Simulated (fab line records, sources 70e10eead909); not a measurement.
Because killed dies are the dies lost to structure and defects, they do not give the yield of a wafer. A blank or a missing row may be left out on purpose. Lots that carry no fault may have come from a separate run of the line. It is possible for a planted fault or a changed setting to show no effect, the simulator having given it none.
fab line records	flow nandHarc
record lots=6	wafers=18	lastDay=24
route steps=1159 shown THIN_TSV@1135
lots that met no fault: from a run of the same line without faults
startH: start of the lot's first displayed wafer, in hours after the record's first day	waitH: hours since the lot's step before	" the same as in the row above	L1.1+2: a row that stands for several wafers	- either no value or no given start	* or withheld: withheld	< > ~ a bound
route shown NAME@n: names a module that has steps shown in the file, with the first one's number in the route	usual: mean/standard deviation of fault-free wafers	same: alike in all rows	chamber/n: place in a boat	sites: each site's reading	_std_site: the values' standard deviation	_edge_site: mean of outer sites minus mean of inner sites	radiusMm: how far each site lies from the wafer's centre	mask NAME#n: copy n	behind: tool/chamber where the wafer was last shaped	hold: reason for holding the lot/hours on hold/outcome of the hold	device: transistor that didn't switch, given as n, p or np	end of line: the route-end tests of the same wafers	a step given without rows: its recipe and nothing more	killed: the dies lost at the first sort to structure and to defects; this is not the yield of the wafer	map: a wafer's dies, x killed, . not, _ none there
set.NAME: setting as actually run; set.NAME@STEP: the setting as run at that earlier step	model.NAME: the simulator's own value behind a step, which no gauge read
a table for each step, a row for each wafer; lots at some steps of the route
services: from which hour (startH, from the record's first day; less than 0 if before it) a tool's chamber was out of use, for how many hours, and why
## steps
# step NHARC_THIN_TSV_SRD_23
# step NHARC_THIN_TSV_DEGAS_53
# recipe tempC=300	timeS=60
# usual heaterPowerW=456/48
lot.wafer	tool	chamber	startH	waitH	heaterPowerW
L234.4	pvdSputter-01	-	487.15	0.1	483
L234.2	"	-	"	"	479
L234.5	"	-	"	"	348
L237.1	pvdSputter-02	-	506.75	0.1	416
L237.2	"	-	"	"	488
L237.3	"	-	"	"	536
L239.1	pvdSputter-01	-	508.88	0.1	488
L239.4	"	-	"	"	480
L239.5	"	-	"	"	499
L244.3	pvdSputter-03	-	532.61	0.1	421
L244.2	"	-	"	"	389
L244.1	"	-	"	"	451
L247.2	pvdSputter-02	-	557.72	0.1	411
L247.3	"	-	"	"	544
L247.5	"	-	"	"	415
L245.4	pvdSputter-02	-	565.82	0.1	537
L245.3	"	-	"	"	482
L245.6	"	-	"	"	542
# step NHARC_THIN_TSV_PRE_CLEAN_54
# recipe timeS=30	tempC=280	gas=H2/He
# usual heaterPowerW=405/41
lot.wafer	tool	chamber	startH	waitH	heaterPowerW
L234.4	pvdSputter-01	-	487.22	0.1	427
L234.2	"	-	"	"	427
L234.5	"	-	"	"	426
L237.1	pvdSputter-02	-	506.83	0.1	422
L237.2	"	-	"	"	364
L237.3	"	-	"	"	426
L239.4	pvdSputter-01	-	508.95	0.0	308
L239.1	"	-	"	"	436
L239.5	"	-	"	"	421
L244.2	pvdSputter-03	-	532.70	0.1	422
L244.1	"	-	"	"	389
L244.3	"	-	"	"	379
L247.3	pvdSputter-02	-	557.81	0.1	417
L247.2	"	-	"	"	430
L247.5	"	-	"	"	464
L245.3	pvdSputter-02	-	565.88	0.0	416
L245.4	"	-	"	"	372
L245.6	"	-	"	"	370
# step NHARC_THIN_TSV_PVD_55
# recipe targetThkA=500	material=TiN
# step NHARC_THIN_TSV_PVD_24
# recipe targetThkA=8000	powerW=withheld	chamberPressurePa=withheld	substrateTempC=withheld	timeS=withheld	gas=Ar	material=Al
# step NHARC_THIN_TSV_DEHYDRATE_25
# recipe tempC=150	timeS=120
# step NHARC_THIN_TSV_HMDS_26
# recipe timeS=30
# step NHARC_THIN_TSV_COAT_27
# recipe spinRpm=*
# step NHARC_THIN_TSV_SOFTBAKE_28
# recipe tempC=122	timeS=95
# step NHARC_THIN_TSV_EBR_29
# step NHARC_THIN_TSV_EXPOSE_30
# recipe na=0.55	doseMj=11.47	maskId=PAD
# step NHARC_THIN_TSV_PEB_31
# recipe pebTempC=118	pebTimeS=85
# usual chillPlateTempC=22.99/0.1	exhaustPa=45.2/0.86	heaterPowerTotalW=163.95/0.26	resistLineTempC=23.02/0.12
lot.wafer	tool	chamber	startH	waitH	chillPlateTempC	exhaustPa	heaterPowerTotalW	resistLineTempC
L234.2	lithoTrack-05	0	488.21	0.1	22.88	45.8	163.95	22.98
L234.4	"	0	"	"	22.95	44.2	163.73	23.15
L234.5	"	0	"	"	23.00	46.6	163.77	23.04
L237.1	lithoTrack-03	-	507.68	0.1	-	-	-	-
L237.2	"	-	"	"	-	-	-	-
L237.3	"	-	"	"	-	-	-	-
L239.1	lithoTrack-07	-	509.93	0.1	-	-	-	-
L239.4	"	-	"	"	-	-	-	-
L239.5	"	-	"	"	-	-	-	-
L244.1	lithoTrack-07	0	533.66	0.1	23.00	46.6	164.27	22.86
L244.2	"	0	"	"	23.12	46.2	163.62	23.14
L244.3	"	0	"	"	23.06	45.4	163.64	23.02
L247.2	lithoTrack-07	0	558.67	0.1	23.09	44.1	163.69	22.99
L247.3	"	0	"	"	23.11	44.1	163.70	23.00
L247.5	"	0	"	"	23.09	44.1	163.98	22.85
L245.3	lithoTrack-05	0	566.87	0.1	22.93	44.0	163.69	23.25
L245.4	"	0	"	"	22.90	44.0	164.31	23.13
L245.6	"	0	"	"	22.79	43.4	164.13	23.06
# step NHARC_THIN_TSV_DEVELOP_32
# recipe timeS=70
## services
tool	chamber	startH	hours	kind
pvdSputter-01	-	514.02	10.0	pm
lithoTrack-07	-	539.00	7.0	pm
lithoTrack-03	-	563.00	7.0	pm
## key
firstSign step=NHARC_THIN_TSV_PEB_31	reading=toolRecord	direction=missing
effect none on later readings
metAt NHARC_THIN_TSV_PEB_31
struckWafers L237.1,L237.2,L237.3,L239.1,L239.4,L239.5
laterRowsLeftOut L237.1,L237.2,L237.3,L239.1,L239.4,L239.5
sortLeftOut L237.1,L237.2,L237.3,L239.1,L239.4,L239.5
fault kind=skippedStepWhole	tool=lithoTrack-03,lithoTrack-07	chamber=-	onsetH=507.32	steps=NHARC_THIN_TSV_PEB_31	scope=struckLotsOnly
# sortLeftOut: the simulated sort isn't trusted on such a fault, so these wafers' sort isn't shown, and their yield isn't known
# laterRowsLeftOut: the simulator's readings of these wafers behind a module that went badly wrong aren't trusted and aren't shown, but for the sort
